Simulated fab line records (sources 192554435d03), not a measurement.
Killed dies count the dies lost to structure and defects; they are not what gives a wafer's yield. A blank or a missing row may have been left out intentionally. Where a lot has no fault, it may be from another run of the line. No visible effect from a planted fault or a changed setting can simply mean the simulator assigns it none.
fab line records	flow n5Finfet
record: lots: 7	wafers: 21
route steps=1938 shown BEOL_M0_SAQP@663 BEOL_M1@761 BEOL_M2@857 BEOL_M3@931
startH: hours from the record's opening day to when the first of the lot's shown wafers began	waitH: hours since the lot's step before	" as in the row above	L1.1+2: one row covering several wafers at once	- no value present, or no start provided	* or withheld: withheld	< > ~ a bound
route shown NAME@n: names a module that has steps shown in the file, with the first one's number in the route	usual: mean/standard deviation taken from wafers without a fault	same: alike in all rows	chamber/n: place in a boat	sites: per-site readings	_std_site: standard deviation across them	_edge_site: outer sites' mean less inner sites'	radiusMm: how far each site lies from the wafer's centre	mask NAME#n: copy n	behind: the most recent tool/chamber to have shaped the wafer	hold: why the lot was held/for how many hours/how that ended	device: which transistor (n, p or np) failed to switch	end of line: the route-end tests of the same wafers	step lacking rows: just its recipe	killed: at the first sort, the dies lost to defects and structure; wafer yield is something else	map: a wafer's dies, x killed, . not, _ none there
set.NAME: the run value of the setting; set.NAME@STEP: its run value at that earlier step	model.NAME: the simulator's own value behind a step, which no gauge read
lots run with intentionally changed settings; tables by step, rows by wafer
== steps ==
step: N5_BEOL_M0_SAQP_SPACER1_ALD_98
recipe: material: SiO2	targetThkA: 128	tempC: 300	aldPrecursorFamily: BDEAS	aldCoReactant: O2-plasma	pulseTimeS: 1	purgeTimeS: 2	coReactantPurgeTimeS: 2	aldCycles: 138	pressureTorr: 2
lot.wafer	tool	chamber	startH	waitH	set.aldCycles	model.SiO2_of_BEOL_M0_SAQP_SPACER1_ALD_98.thkNm
L075.2	aldSin-01	1	118.40	0.5	120	11
L075.3+6	"	0	"	"	138	12.8
L079.3+4+6	aldSin-02	2,1,1	141.00	0.6	138	12.8
L081.1+2+4	aldSin-01	2,0,1	152.61	0.3	138	12.8
L088.1+2+4	aldSin-01	2,0,1	195.24	0.3	138	12.8
L091.2	aldSin-02	0	210.71	0.3	128	11.8
L091.4	"	2	"	"	138	12.8
L091.6	"	0	"	"	138	12.6
L095.1+3+4	aldSin-01	0,3,2	233.31	0.3	138	12.8
L096.4+6	aldSin-01	0,1	241.30	0.1	138	12.8
L096.5	"	2	"	"	117	11
step: N5_BEOL_M0_SAQP_SPACER1_ETCHBACK_99
recipe: chemistry: CHF3/O2	mode: anisotropicEtchback	target: SiO2	targetDepthA: 154	timeS: 7.7	pressureMtorr: 30	sourceW: 650	biasW: 170	Ar_flow_sccm: 200	CHF3_flow_sccm: 50	O2_flow_sccm: 5	ionEnergyEv: 200
step: N5_BEOL_M0_SAQP_MANDREL1_REMOVE_100
recipe: chemistry: HBr/Cl2/O2	btTimeS: 10	target: a-Si	stopOn: SiNx	endpoint: OES-SiCl	overEtchFrac: 0.85	icpW: 600	biasW: 30	HBr_flow_sccm: 150	Cl2_flow_sccm: 80	O2_flow_sccm: 5	pressureMtorr: 10
lot.wafer	tool	chamber	startH	waitH	set.aldCycles@BEOL_M0_SAQP_SPACER1_ALD_98	model.BEOL_M0_SAQP.cdNm
L075.2	rieSi-03	1	119.03	0.1	120	11
L075.3	"	3	"	"	138	12.8
L075.6	"	2	"	"	138	12.6
L079.3	rieSi-03	3	141.56	0.1	138	13
L079.4+6	"	0,1	"	"	138	12.8
L081.1+2+4	rieSi-05	2,0,1	153.18	0.1	138	12.8
L088.1+2	rieSi-05	3,2	195.83	0.1	138	12.8
L088.4	"	1	"	"	138	12.6
L091.2	rieSi-05	1	211.27	0.1	128	11.8
L091.4	"	3	"	"	138	12.8
L091.6	"	1	"	"	138	12.6
L095.1+3+4	rieSi-05	0,3,2	233.88	0.1	138	12.8
L096.4+6	rieSi-03	2,1	241.86	0.1	138	12.8
L096.5	"	0	"	"	117	11
step: N5_BEOL_M0_SAQP_CD_MEAS_25
recipe: targetCdNm: 13.1	landingEnergyEv: 1000	detector: seInlens
usual: cdNm: 12.78/0.24
lot.wafer	tool	chamber	startH	waitH	set.aldCycles@BEOL_M0_SAQP_SPACER1_ALD_98	cdNm
L075.2	cdSem-01	0	119.15	0.1	120	11.01
L075.3	"	0	"	"	138	13.14
L075.6	"	0	"	"	138	12.92
L079.3	cdSem-01	0	141.68	0.1	138	13.00
L079.4	"	0	"	"	138	12.94
L079.6	"	0	"	"	138	12.84
L081.1	cdSem-01	0	153.29	0.1	138	13.44
L081.2	"	0	"	"	138	12.51
L081.4	"	0	"	"	138	12.53
L088.1	cdSem-03	0	195.94	0.1	138	12.63
L088.2	"	0	"	"	138	12.67
L088.4	"	0	"	"	138	12.63
L091.2	cdSem-01	0	211.38	0.1	128	11.77
L091.4	"	0	"	"	138	12.68
L091.6	"	0	"	"	138	12.63
L095.1	cdSem-01	0	233.99	0.1	138	12.98
L095.3	"	0	"	"	138	13.05
L095.4	"	0	"	"	138	12.59
L096.4	cdSem-03	0	241.97	0.1	138	12.65
L096.5	"	0	"	"	117	10.69
L096.6	"	0	"	"	138	12.71
step: N5_BEOL_M0_SAQP_ETCH_107
recipe: chemistry: CH3F/O2	target: SiNx	targetDepthA: 300	maskMaterial: SOC	pressureMtorr: 30	sourceW: 395	biasW: 73	Ar_flow_sccm: 150	CH3F_flow_sccm: 30	O2_flow_sccm: 20	ionEnergyEv: 120
usual: rfVppV: 294/5
lot.wafer	tool	chamber	startH	waitH	set.biasW	rfVppV
L075.2	rieDiel-05	0	120.48	0.0	73	296
L075.3	"	2	"	"	73	291
L075.6	"	0	"	"	83.76	329
L079.3	rieDiel-05	1	142.80	0.0	67.52	278
L079.4	"	3	"	"	73	292
L079.6	"	2	"	"	73	291
L081.1	rieDiel-04	3	154.05	0.0	73	300
L081.2	"	0	"	"	73	300
L081.4	"	1	"	"	73	296
L088.1	rieDiel-05	1	197.02	0.0	66.21	274
L088.2	"	2	"	"	73	292
L088.4	"	3	"	"	66.21	271
L091.2	rieDiel-05	2	212.20	0.0	73	292
L091.4	"	0	"	"	69.69	284
L091.6	"	2	"	"	73	292
L095.1	rieDiel-04	0	234.76	0.0	66.5	280
L095.3	"	3	"	"	66.5	279
L095.4	"	1	"	"	66.5	275
L096.4	rieDiel-04	2	243.14	0.0	73	283
L096.5	"	2	"	"	63.53	252
L096.6	"	3	"	"	63.53	269
step: N5_BEOL_M1_EXPOSE_08
recipe: maskId: M1	na: 0.33	sourceShape: dipole	sigmaInner: 0.369	sigmaOuter: 0.767	polarization: unpolarized	doseMj: 33
lot.wafer	tool	chamber	startH	waitH	mask	set.doseMj
L075.2	euvScanner-02	0	133.97	-	M1#0	35.12
L075.3+6	"	0	"	"	M1#0	33
L079.3+4+6	euvScanner-01	0	153.68	-	M1#0	33
L081.1+2+4	euvScanner-02	0	165.49	-	M1#0	33
L088.1	euvScanner-01	0	209.07	-	M1#0	33
L088.2+4	"	0	"	"	M1#0	30.58
L091.2+4+6	euvScanner-01	0	226.04	-	M1#0	33
L095.1+4	euvScanner-01	0	251.89	-	M1#0	33
L095.3	"	0	"	"	M1#0	31.91
L096.4+5+6	euvScanner-02	0	255.46	-	M1#0	33
step: N5_BEOL_M1_PEB_09
recipe: pebTempC: 100	pebTimeS: 60	resist: CAR-EUV
step: N5_BEOL_M1_DEVELOP_10
recipe: developTimeS: 30	developer: TMAH	resist: CAR-EUV	rinseLiquid: surfactantRinse	dry: airSpin	devTempC: 23
step: N5_BEOL_M1_CD_MEAS_11
recipe: targetCdNm: 17.05	landingEnergyEv: 500	detector: seInlens	polarity: opening
usual: cdNm: 17.0/0.32
lot.wafer	tool	chamber	startH	waitH	set.doseMj@BEOL_M1_EXPOSE_08	cdNm
L075.2	cdSem-01	0	134.09	-	35.12	18.0
L075.3	"	0	"	"	33	16.9
L075.6	"	0	"	"	33	16.9
L079.3	cdSem-01	0	153.80	-	33	16.3
L079.4	"	0	"	"	33	16.9
L079.6	"	0	"	"	33	16.7
L081.1	cdSem-03	0	165.61	-	33	17.2
L081.2	"	0	"	"	33	17.8
L081.4	"	0	"	"	33	17.4
L088.1	cdSem-03	0	209.19	-	33	16.4
L088.2	"	0	"	"	30.58	15.4
L088.4	"	0	"	"	30.58	15.1
L091.2	cdSem-01	0	226.16	-	33	17.3
L091.4	"	0	"	"	33	17.0
L091.6	"	0	"	"	33	17.5
L095.1	cdSem-03	0	252.02	-	33	17.5
L095.3	"	0	"	"	31.91	16.1
L095.4	"	0	"	"	33	17.1
L096.4	cdSem-02	0	255.58	-	33	16.9
L096.5	"	0	"	"	33	16.8
L096.6	"	0	"	"	33	16.9
step: N5_BEOL_M1_DESCUM_16
recipe: chemistry: O2	timeS: 7	sourcePowerW: 50	biasPowerW: 20	pressureMtorr: 20	rfFrequencyHz: 2.712e+07	tempC: 40	resist: CAR-EUV	o2FlowSccm: 225
step: N5_BEOL_M1_ETCH_74
recipe: chemistry: N2/H2	target: underlayer	targetDepthA: 65	maskMaterial: CAR-EUV	timeS: 5.2	ionEnergyEv: 200	pressureMtorr: 30	sourceW: 840	biasW: 150	n2FlowSccm: 200	h2FlowSccm: 200	ends: cleared
lot.wafer	tool	chamber	startH	waitH	set.doseMj@BEOL_M1_EXPOSE_08	model.BEOL_M1.cdOffsetNm
L075.2	rieDiel-05	2	134.25	0.0	35.12	1.2
L075.3+6	"	3	"	"	33	-0.2
L079.3+6	rieDiel-05	3,1	153.95	0.0	33	0
L079.4	"	0	"	"	33	-0.2
L081.1+2+4	rieDiel-05	2,0,1	165.77	0.0	33	0
L088.1	rieDiel-05	2	209.50	0.0	33	-0.2
L088.2	"	0	"	"	30.58	-2
L088.4	"	3	"	"	30.58	-1.8
L091.2	rieDiel-05	2	226.41	0.0	33	0.4
L091.4+6	"	1,0	"	"	33	0
L095.1	rieDiel-05	3	252.18	0.0	33	0.2
L095.3	"	1	"	"	31.91	-0.6
L095.4	"	2	"	"	33	0.4
L096.4+5	rieDiel-05	1,2	255.73	0.0	33	0.2
L096.6	"	1	"	"	33	0
step: N5_BEOL_M1_ETCH_63
recipe: chemistry: CF4	target: SiARC	targetDepthA: 156	maskMaterial: CAR-EUV	timeS: 26	ionEnergyEv: 80	pressureMtorr: 40	sourceW: 545	biasW: 36	Ar_flow_sccm: 100	cf4FlowSccm: 100	ends: cleared
lot.wafer	tool	chamber	startH	waitH	set.doseMj@BEOL_M1_EXPOSE_08	model.BEOL_M1.cdOffsetNm
L075.2	rieDiel-05	2	134.27	0.0	35.12	1.4
L075.3+6	"	3	"	"	33	-0.2
L079.3+4+6	rieDiel-05	3,0,1	153.97	0.0	33	-0.2
L081.1	rieDiel-05	2	165.79	0.0	33	0.2
L081.2+4	"	0,1	"	"	33	0
L088.1	rieDiel-05	2	209.51	0.0	33	-0.2
L088.2	"	0	"	"	30.58	-2
L088.4	"	3	"	"	30.58	-1.8
L091.2	rieDiel-05	2	226.43	0.0	33	0.4
L091.4	"	1	"	"	33	-0.2
L091.6	"	0	"	"	33	0
L095.1	rieDiel-05	3	252.19	0.0	33	0.2
L095.3	"	1	"	"	31.91	-0.8
L095.4	"	2	"	"	33	0.4
L096.4	rieDiel-05	1	255.75	0.0	33	0
L096.5	"	2	"	"	33	0.2
L096.6	"	1	"	"	33	-0.2
step: N5_BEOL_M1_ETCH_64
recipe: chemistry: N2/H2	target: SOC	targetDepthA: 750	overetchA: 150	maskMaterial: SiARC	tempC: 40	timeS: 112.5	ionEnergyEv: 200	pressureMtorr: 30	sourceW: 840	biasW: 150	n2FlowSccm: 200	h2FlowSccm: 200
step: N5_BEOL_M1_STRIP_65
recipe: chemistry: N2/H2	tempC: 40	n2FlowSccm: 200	h2FlowSccm: 200	rfFrequencyHz: 6e+07
step: N5_BEOL_M1_HM_OPEN_17
recipe: chemistry: Cl2/BCl3	targetDepthA: 200	overetchA: 60	target: TiN	maskMaterial: SOC	ionEnergyEv: 150	pressureMtorr: 10	icpW: 1000	biasW: 126	Cl2_flow_sccm: 53.25	bcl3FlowSccm: 21.75	Ar_flow_sccm: 25
step: N5_BEOL_M1_STRIP_19
recipe: chemistry: O2	powerW: 400	tempC: 40	pressureMtorr: 30	rfFrequencyHz: 6e+07	biasPowerW: 0	overashFraction: 0.2	o2FlowSccm: 225
step: N5_BEOL_M1_CD_MEAS_18
recipe: pitchNm: 36	targetCdNm: 18
usual: cdNm: 18.0/0.32
lot.wafer	tool	chamber	startH	waitH	set.doseMj@BEOL_M1_EXPOSE_08	cdNm
L075.2	cdSem-02	-	134.72	0.1	35.12	19.3
L075.3	"	-	"	"	33	18.2
L075.6	"	-	"	"	33	18.0
L079.3	cdSem-01	-	154.48	0.1	33	18.1
L079.4	"	-	"	"	33	18.1
L079.6	"	-	"	"	33	17.6
L081.1	cdSem-01	-	166.25	0.0	33	17.8
L081.2	"	-	"	"	33	17.7
L081.4	"	-	"	"	33	18.0
L088.1	cdSem-02	-	210.03	0.0	33	18.3
L088.2	"	-	"	"	30.58	16.4
L088.4	"	-	"	"	30.58	16.5
L091.2	cdSem-02	-	226.81	0.1	33	18.2
L091.4	"	-	"	"	33	17.9
L091.6	"	-	"	"	33	18.0
L095.1	cdSem-02	-	252.57	0.0	33	18.5
L095.3	"	-	"	"	31.91	17.2
L095.4	"	-	"	"	33	18.5
L096.4	cdSem-03	-	256.25	0.1	33	18.5
L096.5	"	-	"	"	33	18.4
L096.6	"	-	"	"	33	18.0
step: N5_BEOL_M1_COAT_67
recipe: resist: SOC	tempC: 250	timeS: 60	spinRpm: 1500	resistThkNm: 60
step: N5_BEOL_M1_COAT_68
recipe: resist: SiARC	tempC: 220	timeS: 60	spinRpm: 1500	resistThkNm: 12
step: N5_BEOL_M1_PRECLEAN_42
recipe: chemistry: residueRemover	timeS: 60	tempC: 40
step: N5_BEOL_M1_SRD_43
recipe: timeS: 30	tempC: 23	rinseLiquid: diw	dry: ipaMarangoni
step: N5_BEOL_M1_CD_MEAS_35
recipe: targetCdNm: 18	targetCdYNm: 21	polarity: opening
usual: cdNm: 18.0/0.34
lot.wafer	tool	chamber	startH	waitH	set.doseMj@BEOL_M1_EXPOSE_08	cdNm
L075.2	cdSem-03	-	152.86	0.0	35.12	19.3
L075.3	"	-	"	"	33	18.1
L075.6	"	-	"	"	33	18.1
L079.3	cdSem-02	-	156.15	0.0	33	17.7
L079.4	"	-	"	"	33	17.7
L079.6	"	-	"	"	33	18.3
L081.1	cdSem-01	-	181.39	0.0	33	18.1
L081.2	"	-	"	"	33	18.0
L081.4	"	-	"	"	33	18.0
L088.1	cdSem-01	-	236.57	0.0	33	17.7
L088.2	"	-	"	"	30.58	16.0
L088.4	"	-	"	"	30.58	16.3
L091.2	cdSem-01	-	248.66	0.0	33	18.4
L091.4	"	-	"	"	33	18.1
L091.6	"	-	"	"	33	18.3
L095.1	cdSem-03	-	270.01	0.0	33	18.5
L095.3	"	-	"	"	31.91	17.0
L095.4	"	-	"	"	33	17.8
L096.4	cdSem-01	-	270.71	0.0	33	18.4
L096.5	"	-	"	"	33	18.1
L096.6	"	-	"	"	33	17.9
step: N5_BEOL_M2_DESCUM_16
recipe: chemistry: O2	timeS: 7	sourcePowerW: 50	biasPowerW: 20	pressureMtorr: 20	rfFrequencyHz: 2.712e+07	tempC: 40	resist: CAR-EUV	o2FlowSccm: 225
lot.wafer	tool	chamber	startH	waitH	set.timeS	model.CAR-EUV_of_BEOL_M2_COAT_05.thkNm
L075.2+3+6	rieDiel-06	0,1,1	159.74	0.0	7	26
L079.3	rieDiel-03	1	162.57	0.0	5.73	26.6
L079.4+6	"	0	"	"	7	26
L081.1+2+4	rieDiel-02	1,3,0	187.42	0.0	7	26.2
L088.1+4	rieDiel-03	2,1	242.09	0.0	7.981	25.6
L088.2	"	3	"	"	7	26.2
L091.2	rieDiel-03	2	255.52	0.1	7	26.4
L091.4+6	"	2,0	"	"	7	26.2
L095.1	rieDiel-02	0	275.67	0.0	7.927	25.6
L095.3	"	1	"	"	7.927	25.8
L095.4	"	3	"	"	7	26.2
L096.4+6	rieDiel-06	2,1	278.42	0.0	7	26.2
L096.5	"	0	"	"	5.589	27
step: N5_BEOL_M2_COAT_68
recipe: resist: SiARC	tempC: 220	timeS: 60	spinRpm: 1500	resistThkNm: 12
lot.wafer	tool	chamber	startH	waitH	set.spinRpm	model.SiARC_of_BEOL_M2_COAT_68.thkNm
L075.2+3+6	lithoTrack-04	0	-	-	1623	11.6
L079.3	lithoTrack-05	0	-	-	1500	12
L079.4+6	"	0	"	"	1641	11.6
L081.1+2+4	lithoTrack-05	0	-	-	1500	12
L088.1+2	lithoTrack-02	0	-	-	1631	11.6
L088.4	"	0	"	"	1631	11.4
L091.2+4	lithoTrack-05	0	-	-	1351	12.6
L091.6	"	0	"	"	1500	12
L095.1+3+4	lithoTrack-04	0	-	-	1500	12
L096.4+5	lithoTrack-02	0	-	-	1591	11.6
L096.6	"	0	"	"	1500	12
step: N5_BEOL_M2_COAT_76
recipe: resist: underlayer	tempC: 205	timeS: 60	spinRpm: 1500	resistThkNm: 5
step: N5_BEOL_M2_COAT_22
recipe: resist: CAR-EUV	spinRpm: 1500	resistThkNm: 30
step: N5_BEOL_M2_DESCUM_33
recipe: chemistry: O2	timeS: 7	sourcePowerW: 50	biasPowerW: 20	pressureMtorr: 20	rfFrequencyHz: 2.712e+07	tempC: 40	resist: CAR-EUV	o2FlowSccm: 225
step: N5_BEOL_M2_ETCH_77
recipe: chemistry: N2/H2	target: underlayer	targetDepthA: 65	maskMaterial: CAR-EUV	timeS: 5.2	ionEnergyEv: 200	pressureMtorr: 30	sourceW: 840	biasW: 150	n2FlowSccm: 200	h2FlowSccm: 200	ends: cleared
step: N5_BEOL_M2_ETCH_69
recipe: chemistry: CF4	target: SiARC	targetDepthA: 156	maskMaterial: CAR-EUV	timeS: 26	ionEnergyEv: 80	pressureMtorr: 40	sourceW: 545	biasW: 36	Ar_flow_sccm: 100	cf4FlowSccm: 100	ends: cleared
lot.wafer	tool	chamber	startH	waitH	set.spinRpm@BEOL_M2_COAT_68	model.etch.depthNm	model.CAR-EUV_of_BEOL_M2_COAT_22.thkNm
L075.2	rieDiel-06	1	160.97	0.0	1623	11.57	11.4
L075.3	"	3	"	"	1623	11.58	11.6
L075.6	"	1	"	"	1623	11.55	11.4
L079.3	rieDiel-02	3	163.69	0.0	1500	12.06	11
L079.4	"	2	"	"	1641	11.53	11.6
L079.6	"	1	"	"	1641	11.51	11.6
L081.1	rieDiel-02	3	188.35	0.0	1500	12.02	11.2
L081.2	"	1	"	"	1500	11.99	11.2
L081.4	"	3	"	"	1500	12.05	11.2
L088.1	rieDiel-03	3	243.01	0.0	1631	11.51	11.4
L088.2	"	0	"	"	1631	11.54	11.4
L088.4	"	1	"	"	1631	11.48	11.6
L091.2	rieDiel-06	3	256.60	0.0	1351	12.7	10.8
L091.4	"	2	"	"	1351	12.69	10.8
L091.6	"	2	"	"	1500	12.04	11.2
L095.1	rieDiel-03	1	276.61	0.0	1500	11.99	11.2
L095.3	"	0	"	"	1500	12	11.2
L095.4	"	2	"	"	1500	12.01	11
L096.4	rieDiel-03	3	279.50	0.0	1591	11.62	11.6
L096.5	"	2	"	"	1591	11.62	11.4
L096.6	"	3	"	"	1500	11.95	11.2
step: N5_BEOL_M2_ALD_98
recipe: material: SiO2	targetThkA: 25	tempC: 100	aldPrecursorFamily: BDEAS	aldCoReactant: O2-plasma	pulseTimeS: 1	coReactantPulseTimeS: 1	purgeTimeS: 2	coReactantPurgeTimeS: 2	aldCycles: 17	pressureTorr: 2
step: N5_BEOL_M2_ETCHBACK_99
recipe: chemistry: CHF3	target: SiO2	targetDepthA: 50	timeS: 10.4	sourceW: 215	biasW: 47	Ar_flow_sccm: 200	CHF3_flow_sccm: 12	ionEnergyEv: 100	pressureMtorr: 30
lot.wafer	tool	chamber	startH	waitH	set.spinRpm@BEOL_M2_COAT_68	model.CAR-EUV_of_BEOL_M2_COAT_22.thkNm
L075.2+3+6	rieDiel-06	2,0,0	174.56	13.5	1623	10.8
L079.3	rieDiel-03	1	181.70	17.9	1500	10.4
L079.4+6	"	2,1	"	"	1641	10.8
L081.1+2+4	rieDiel-06	2,1,0	192.11	3.4	1500	10.6
L088.1+2+4	rieDiel-02	0,1,2	254.42	11.3	1631	10.8
L091.2+4	rieDiel-03	1	263.12	6.4	1351	10
L091.6	"	2	"	"	1500	10.6
L095.1+3+4	rieDiel-03	3,2,0	282.92	6.1	1500	10.4
L096.4	rieDiel-02	3	282.97	3.3	1591	10.8
L096.5	"	0	"	"	1591	10.6
L096.6	"	2	"	"	1500	10.4
step: N5_BEOL_M3_ILD_DEP_00
recipe: material: SiOC	targetThkA: 790	tempC: 350	precursor: DEMS/O2	pressureTorr: 5	rfW: 500	timeS: 15.3
lot.wafer	tool	chamber	startH	waitH	set.timeS	model.SiOC_of_BEOL_M3_ILD_DEP_00.thkNm
L075.2	pecvd-03	0	178.80	0.0	15.3	77.8
L075.3	"	1	"	"	14.27	72
L075.6	"	1	"	"	15.3	78.6
L079.3	pecvd-03	2	185.99	0.0	16.26	83.4
L079.4	"	1	"	"	16.26	83.6
L079.6	"	0	"	"	15.3	79.2
L081.1	pecvd-01	0	196.37	0.0	15.3	77.4
L081.2	"	2	"	"	15.3	77.2
L081.4	"	2	"	"	15.3	79.4
L088.1	pecvd-03	1	259.05	0.0	15.3	78.6
L088.2	"	2	"	"	15.3	77.8
L088.4	"	1	"	"	16.7	86
L091.2	pecvd-03	1	267.41	0.0	15.3	77.8
L091.4	"	1	"	"	15.3	79.4
L091.6	"	2	"	"	15.3	79
L095.1	pecvd-04	2	287.17	0.0	15.3	78.6
L095.3	"	1	"	"	15.3	77
L095.4	"	1	"	"	16.97	85.8
L096.4	pecvd-01	1	287.32	0.1	15.3	80.2
L096.5	"	1	"	"	15.88	83.4
L096.6	"	0	"	"	15.88	81.8
step: N5_BEOL_M3_THK_MEAS_01
recipe: reads: SiOC_of_BEOL_M3_ILD_DEP_00
usual: M3_ILD_THK: 79.0/1.1
lot.wafer	tool	chamber	startH	waitH	set.timeS@BEOL_M3_ILD_DEP_00	M3_ILD_THK[nm]
L075.2	filmMetro-01	-	178.86	0.1	15.3	77.9
L075.3	"	-	"	"	14.27	72.0
L075.6	"	-	"	"	15.3	78.7
L079.3	filmMetro-01	-	186.06	0.1	16.26	83.3
L079.4	"	-	"	"	16.26	83.6
L079.6	"	-	"	"	15.3	79.2
L081.1	filmMetro-02	-	196.44	0.0	15.3	77.3
L081.2	"	-	"	"	15.3	77.4
L081.4	"	-	"	"	15.3	79.4
L088.1	filmMetro-01	-	259.12	0.0	15.3	78.6
L088.2	"	-	"	"	15.3	77.7
L088.4	"	-	"	"	16.7	86.0
L091.2	filmMetro-01	-	267.47	0.1	15.3	77.8
L091.4	"	-	"	"	15.3	79.3
L091.6	"	-	"	"	15.3	79.0
L095.1	filmMetro-02	-	287.23	0.0	15.3	78.5
L095.3	"	-	"	"	15.3	76.9
L095.4	"	-	"	"	16.97	85.8
L096.4	filmMetro-02	-	287.39	0.1	15.3	80.2
L096.5	"	-	"	"	15.88	83.3
L096.6	"	-	"	"	15.88	81.8
== key ==
split: step: N5_BEOL_M0_SAQP_SPACER1_ALD_98	setting: aldCycles	stated: 138	by: wafer
response: step: N5_BEOL_M0_SAQP_SPACER1_ALD_98	reading: model.SiO2_of_BEOL_M0_SAQP_SPACER1_ALD_98.thkNm	change: +0.126	per: 1%	r: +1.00
response: step: N5_BEOL_M0_SAQP_MANDREL1_REMOVE_100	reading: model.BEOL_M0_SAQP.cdNm	change: +0.123	per: 1%	r: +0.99
response: step: N5_BEOL_M0_SAQP_CD_MEAS_25	reading: cdNm	change: +0.139	per: 1%	r: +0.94
split: step: N5_BEOL_M0_SAQP_ETCH_107	setting: biasW	stated: 73	by: wafer
response: step: N5_BEOL_M0_SAQP_ETCH_107	reading: rfVppV	change: +2.06	per: 1%	r: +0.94
split: step: N5_BEOL_M1_EXPOSE_08	setting: doseMj	stated: 33	by: wafer
response: step: N5_BEOL_M1_CD_MEAS_11	reading: cdNm	change: +0.181	per: 1%	r: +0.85
response: step: N5_BEOL_M1_ETCH_74	reading: model.BEOL_M1.cdOffsetNm	change: +0.231	per: 1%	r: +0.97
response: step: N5_BEOL_M1_ETCH_63	reading: model.BEOL_M1.cdOffsetNm	change: +0.249	per: 1%	r: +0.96
response: step: N5_BEOL_M1_CD_MEAS_18	reading: cdNm	change: +0.247	per: 1%	r: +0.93
response: step: N5_BEOL_M1_CD_MEAS_35	reading: cdNm	change: +0.216	per: 1%	r: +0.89
split: step: N5_BEOL_M2_DESCUM_16	setting: timeS	stated: 7	by: wafer
response: step: N5_BEOL_M2_DESCUM_16	reading: model.CAR-EUV_of_BEOL_M2_COAT_05.thkNm	change: -0.038	per: 1%	r: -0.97
split: step: N5_BEOL_M2_COAT_68	setting: spinRpm	stated: 1500	by: wafer
response: step: N5_BEOL_M2_COAT_68	reading: model.SiARC_of_BEOL_M2_COAT_68.thkNm	change: -0.0543	per: 1%	r: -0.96
response: step: N5_BEOL_M2_ETCH_69	reading: model.etch.depthNm	change: -0.061	per: 1%	r: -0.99
response: step: N5_BEOL_M2_ETCH_69	reading: model.CAR-EUV_of_BEOL_M2_COAT_22.thkNm	change: +0.0511	per: 1%	r: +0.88
response: step: N5_BEOL_M2_ETCHBACK_99	reading: model.CAR-EUV_of_BEOL_M2_COAT_22.thkNm	change: +0.0516	per: 1%	r: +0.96
split: step: N5_BEOL_M3_ILD_DEP_00	setting: timeS	stated: 15.3	by: wafer
response: step: N5_BEOL_M3_ILD_DEP_00	reading: model.SiOC_of_BEOL_M3_ILD_DEP_00.thkNm	change: +0.783	per: 1%	r: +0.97
response: step: N5_BEOL_M3_THK_MEAS_01	reading: M3_ILD_THK	change: +0.792	per: 1%	r: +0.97
